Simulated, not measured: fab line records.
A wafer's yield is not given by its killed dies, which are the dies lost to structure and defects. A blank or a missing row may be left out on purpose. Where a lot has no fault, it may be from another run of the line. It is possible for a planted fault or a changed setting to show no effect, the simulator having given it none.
Lot-split experiment | flow n5_finfet | on a route of 1938 steps: 7 lots, 39 wafers read

## ON THE SPLIT
At N5_GATE_CUT_HM_DEP_46 (deposits SiO2 from TEOS/O2, target thk 130 nm, time 26.6 s), the setting time_s was moved away from the recipe's 26.6 s on 18 of the 39 wafers read, by -14.7% to +11.8%. This setting was run at the recipe's value on the other wafers.

## FROM THE SPLIT TO THE READING: what the file shows between them, 10 steps
- N5_GATE_CUT_EXPOSE_10: exposes mask GATE CUT, target cd 20 nm (also split here: dose_mj)
- N5_GATE_CUT_PEB_11: peb time 60 s
- N5_GATE_CUT_DEVELOP_12: develop time 30 s
- N5_GATE_CUT_CD_MEAS_13: target cd 20 nm
- N5_GATE_CUT_DESCUM_18: chemistry O2, time 7 s
- N5_GATE_CUT_ETCH_28: etches underlayer in N2/H2, target depth 13 nm, time 10.4 s
- N5_GATE_CUT_ETCH_36: etches SiARC in CF4, target depth 13 nm, time 21.7 s
- N5_GATE_CUT_ETCH_37: etches SOC in N2/H2, target depth 60 nm, overetch 12 nm, time 90 s
- N5_GATE_CUT_STRIP_38: strips in N2/H2
- N5_GATE_CUT_STRIP_39: strips in N2/H2

## THE READING
SOC_of_GATE_CUT_COAT_34.thk_nm (the simulator's own value, which no gauge read), in nm, at N5_GATE_CUT_HM_OPEN_40 (chemistry C4F6/O2, target SiO2, target depth 139 nm, time 85.1 s). No usual value for it is given in the file. The 21 wafers here that ran the recipe average 32.7 nm, standard deviation 0.36 nm.

wafer  | tool, chamber at the split | time_s as run, s | against the recipe | SOC_of_GATE_CUT_COAT_34.thk_nm, nm | against lot-mates on the recipe
L074.1 | pecvd-02, 0                | 26.6             | recipe             | 32.6                               | -
L074.2 | pecvd-02, 2                | 26.6             | recipe             | 33.4                               | -
L074.3 | pecvd-02, 1                | 29.47            | +10.8%             | 30.4                               | -2.5
L074.4 | pecvd-02, 1                | 29.47            | +10.8%             | 30.2                               | -2.7
L074.5 | pecvd-02, 0                | 29.47            | +10.8%             | 29.6                               | -3.3
L074.6 | pecvd-02, 2                | 26.6             | recipe             | 32.8                               | -
L076.1 | pecvd-02, 0                | 23.87            | -10.3%             | 35.8                               | +2.8
L076.2 | pecvd-02, 2                | 26.6             | recipe             | 32.8                               | -
L076.3 | pecvd-02, 1                | 26.6             | recipe             | 33.2                               | -
L076.4 | pecvd-02, 2                | 26.6             | recipe             | 33                                 | -
L076.5 | pecvd-02, 1                | 23.87            | -10.3%             | 35.4                               | +2.4
L076.6 | pecvd-02, 0                | 23.87            | -10.3%             | 35.6                               | +2.6
L086.1 | pecvd-02, 0                | 26.6             | recipe             | 32.8                               | -
L086.2 | pecvd-02, 2                | 29.75            | +11.8%             | 29                                 | -3.3
L086.3 | pecvd-02, 1                | 29.75            | +11.8%             | 29.8                               | -2.5
L086.4 | pecvd-02, 2                | 26.6             | recipe             | 32                                 | -
L086.5 | pecvd-02, 1                | 29.75            | +11.8%             | 29.2                               | -3.1
L086.6 | pecvd-02, 0                | 26.6             | recipe             | 32.2                               | -
L085.1 | pecvd-04, 2                | 26.6             | recipe             | 32.8                               | -
L085.2 | pecvd-04, 0                | 26.6             | recipe             | 32.8                               | -
L085.3 | pecvd-04, 1                | 27.91            | +4.9%              | 31.6                               | -1.0
L085.4 | pecvd-04, 0                | 27.91            | +4.9%              | 31.4                               | -1.2
L085.5 | pecvd-04, 2                | 26.6             | recipe             | 32.2                               | -
L085.6 | pecvd-04, 1                | 27.91            | +4.9%              | 31.2                               | -1.4
L090.2 | pecvd-04, 1                | 26.6             | recipe             | 32.8                               | -
L090.3 | pecvd-04, 2                | 26.6             | recipe             | 32.8                               | -
L090.5 | pecvd-04, 0                | 26.6             | recipe             | 32.2                               | -
L095.1 | pecvd-04, 0                | 24.87            | -6.5%              | 34.6                               | +1.9
L095.2 | pecvd-04, 2                | 24.87            | -6.5%              | 34                                 | +1.3
L095.3 | pecvd-04, 1                | 26.6             | recipe             | 33                                 | -
L095.4 | pecvd-04, 1                | 26.6             | recipe             | 32.8                               | -
L095.5 | pecvd-04, 2                | 26.6             | recipe             | 32.2                               | -
L095.6 | pecvd-04, 0                | 24.87            | -6.5%              | 34.2                               | +1.5
L097.1 | pecvd-04, 2                | 22.69            | -14.7%             | 36.2                               | +3.6
L097.2 | pecvd-04, 0                | 26.6             | recipe             | 33                                 | -
L097.3 | pecvd-04, 1                | 22.69            | -14.7%             | 37                                 | +4.4
L097.4 | pecvd-04, 2                | 26.6             | recipe             | 32.4                               | -
L097.5 | pecvd-04, 0                | 22.69            | -14.7%             | 36.2                               | +3.6
L097.6 | pecvd-04, 1                | 26.6             | recipe             | 32.4                               | -

THE FIT
A straight line over all 39 wafers: SOC_of_GATE_CUT_COAT_34.thk_nm changes by -0.264 nm for each +1% of time_s; r = -0.98; the points scatter about the line by 0.36 nm.
The same after taking each lot's own level away (the mean of its wafers on the recipe; 39 wafers): -0.258 nm for each +1%; r = -0.99; scatter 0.3 nm.
The reading moves by 3.8 nm for the largest change in time_s, on that fit.
The span of the lots' own levels, 32.33 to 33.00 nm, comes to 1.8 times the standard deviation stated above.
The two slopes agree, so the slope changes little with the lot-to-lot level.
Check: +3.82 nm against its lot-mates is what the line predicts for one of the wafers moved furthest among these (-14.7%) when that wafer is left out of the fit. Against them it came out at +3.6 nm.

## ADDITIONAL SPLITS CARRIED BY THESE WAFERS
These wafers also went through other splits before the reading. Each is held against what the fit with the lots' levels taken away leaves over:
other split on the same wafers     | wafers away from the commonest value | r with SOC_of_GATE_CUT_COAT_34.thk_nm (lot level and that fit taken away)
N5_HKMG_FIN_CVD_62 target_thk_a    | 12                                   | +0.12
N5_GATE_CUT_ETCH_56 target_depth_a | 12                                   | +0.11
N5_GATE_CUT_EXPOSE_10 dose_mj      | 9                                    | +0.15

## THE WHOLE CHAIN: every reading that the file lists as answering this split, in the file's order
step                   | what it does                                                     | reading                                                                            | change (the file's fit)               | r (the file's)
N5_GATE_CUT_HM_DEP_46  | deposits SiO2 from TEOS/O2, target thk 130 nm, time 26.6 s       | SiO2_of_GATE_CUT_HM_DEP_46.thk_nm (the simulator's own value, which no gauge read) | +1.23 nm for each +1% of the setting  | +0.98
N5_GATE_CUT_HM_OPEN_40 | chemistry C4F6/O2, target SiO2, target depth 139 nm, time 85.1 s | etch_rf_on_time_s                                                                  | withheld for each +1% of the setting  | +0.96
N5_GATE_CUT_HM_OPEN_40 | chemistry C4F6/O2, target SiO2, target depth 139 nm, time 85.1 s | etch.depth_nm (the simulator's own value, which no gauge read)                     | +1.23 nm for each +1% of the setting  | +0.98
N5_GATE_CUT_HM_OPEN_40 | chemistry C4F6/O2, target SiO2, target depth 139 nm, time 85.1 s | SOC_of_GATE_CUT_COAT_34.thk_nm (the simulator's own value, which no gauge read)    | -0.258 nm for each +1% of the setting | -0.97

## FILE'S OWN FIT
SOC_of_GATE_CUT_COAT_34.thk_nm changes by -0.258 nm for each +1% of time_s, r = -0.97.
